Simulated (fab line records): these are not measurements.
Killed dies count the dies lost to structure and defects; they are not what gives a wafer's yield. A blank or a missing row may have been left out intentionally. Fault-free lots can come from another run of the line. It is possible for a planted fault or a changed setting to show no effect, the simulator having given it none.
Struck lot and sound lot, side by side + flow n5Finfet + 16 steps out of a route of 1938
Sound: the wafers L319.1, L319.3, L319.4. Struck: wafers L334.4, L334.5. (L334.6 of the same lot was not struck and is left out.) The cause comes at the end.
At each step with rows: each side's tool, then ch and its chambers, then its first start. Under that, the readings that differ: sound wafers + struck wafers + difference of the means + sigmas: that difference in standard deviations of wafers without a fault.
alike: a reading whose means differ by less than 2 such deviations, as well as words and numbers matching on both sides. not compared: withheld readings; readings where some wafer has no value; bounds like >300 that might hide an equal value; numbers whose values overlap and for which the record gives no deviation.
Wherever a step has rows on one side only, a row that says differs or no value, or a row with sigmas, the two part there. When numbers do not overlap yet have no deviation, they are printed without sigmas and do not part them. A reading missing from all wafers of one side parts the sides only when that side holds two or more wafers.

first, 2 steps without rows for these wafers: N5_DUMMY_GATE_STRIP_38 (strips in N2/H2); N5_DUMMY_GATE_STRIP_39 (strips in N2/H2).
N5_DUMMY_GATE_TRIM_49: chemistry O2, time 29 s, target cd 14 nm.
  sound on rieSi-04 ch 0,1,2, day 3 16:23; struck on rieSi-04 ch 0,2, day 7 16:19
  alike: drypumpMotorCurrentA, oesProductAu, throttleValvePct
  not compared: rfHoursCounterH
then, 1 step without rows for these wafers: N5_DUMMY_GATE_STRIP_40 (strips in CF4).
N5_DUMMY_GATE_CD_MEAS_50: the cd target is 14 nm.
  struck on cdSem-02, day 7 16:29; sound on cdSem-03, day 3 16:32
  alike: cdNm
N5_DUMMY_GATE_ETCH_31: etches SiO2 in C4F6/O2, target depth 82.5 nm, time 27.5 s.
  sound on rieDiel-05 ch 1,2, day 3 16:35; struck on rieDiel-04 ch 2,3, day 7 16:31
  alike: drypumpMotorCurrentA, oesProductAu, rfVppV, showerheadPlenumPTorr, throttleValvePct
  not compared: rfHoursCounterH
N5_DUMMY_GATE_STRIP_41: strips in O2.
  sound on rieDiel-05 ch 1,2, day 3 16:37; struck on rieDiel-04 ch 2,3, day 7 16:34
  alike: drypumpMotorCurrentA, oesProductAu, rfVppV, showerheadPlenumPTorr, throttleValvePct
  not compared: rfHoursCounterH
then, 1 step without rows for these wafers: N5_DUMMY_GATE_HM_OPEN_21 (chemistry CH3F/O2, target SiNx, target depth 120 nm, time 171.4 s).
N5_DUMMY_GATE_ETCH_32: etches SiO2 in CF4, target depth 3.5 nm, time 3.9 s.
  sound on rieSi-01 ch 2,3, day 3 16:49; struck on rieSi-01 ch 2,3, day 7 16:46
  alike: drypumpMotorCurrentA, oesProductAu, throttleValvePct
  not compared: rfHoursCounterH
then, 2 steps without rows for these wafers: N5_DUMMY_GATE_ETCH_23 (etches poly-Si in HBr/Cl2/O2, target depth 41 nm, time 22.3 s); N5_DUMMY_GATE_ETCH_44 (etches poly-Si in HBr/O2, stops on SiO2, target depth 127.5 nm).
N5_DUMMY_GATE_CD_MEAS_24: the cd target is 15 nm.
  struck on cdSem-03, day 7 16:58; sound on cdSem-02, day 3 17:01
  alike: cdNm
N5_DUMMY_GATE_ETCH_42: etches SiO2 in CHF3/O2, target depth 3.5 nm, time 31 s.
  sound on rieDiel-05 ch 0,1,2, day 3 17:04; struck on rieDiel-03 ch 1,2, day 7 17:10
| reading                 | sound            | struck      | difference | sigmas |
|-------------------------|------------------|-------------|------------|--------|
| oesProductAu (a.u.)     | 0.73 0.76 0.75   | 0.93 1.07   | +0.25      | +4     |
| model.etch.depthNm (nm) | 3.399 3.501 3.51 | 5.593 5.734 | +2.194     |        |
  alike: drypumpMotorCurrentA, rfVppV, showerheadPlenumPTorr, throttleValvePct
  not compared: rfHoursCounterH
N5_DUMMY_GATE_STRIP_48: strips in N2/H2, time 20 s.
  sound on rieDiel-05 ch 0,1,2, day 3 17:07; struck on rieDiel-03 ch 1,2, day 7 17:13
  alike: drypumpMotorCurrentA, oesProductAu, rfVppV, showerheadPlenumPTorr, throttleValvePct
  not compared: rfHoursCounterH
-- here the record skips 5 days between the struck wafers' starts before and after, leaving off in module DUMMY_GATE and picking up in module BEOL_M4 (first step shown: number 1111 of the route) --
N5_BEOL_M4_RC_MEAS_101:
  sound on prober-02 ch 0, day 8 13:29; struck on prober-02 ch 0, day 12 22:37
  alike: DIBL_N, DIBL_P, IOFF_N, IOFF_P, ION_N, ION_P, SS_N, SS_P, VT_N, VT_P
N5_PASSIVATION_PROBE_49:
  the record has rows for the sound wafers here (prober-02, day 13 00:25) and none for the struck ones

## WHERE THEY PART
Last at N5_PASSIVATION_PROBE_49 as far as this record goes, first at N5_DUMMY_GATE_ETCH_42.

WHY: the cause the simulator had injected
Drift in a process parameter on rieDiel-03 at N5_DUMMY_GATE_ETCH_42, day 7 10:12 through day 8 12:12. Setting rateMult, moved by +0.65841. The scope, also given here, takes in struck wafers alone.
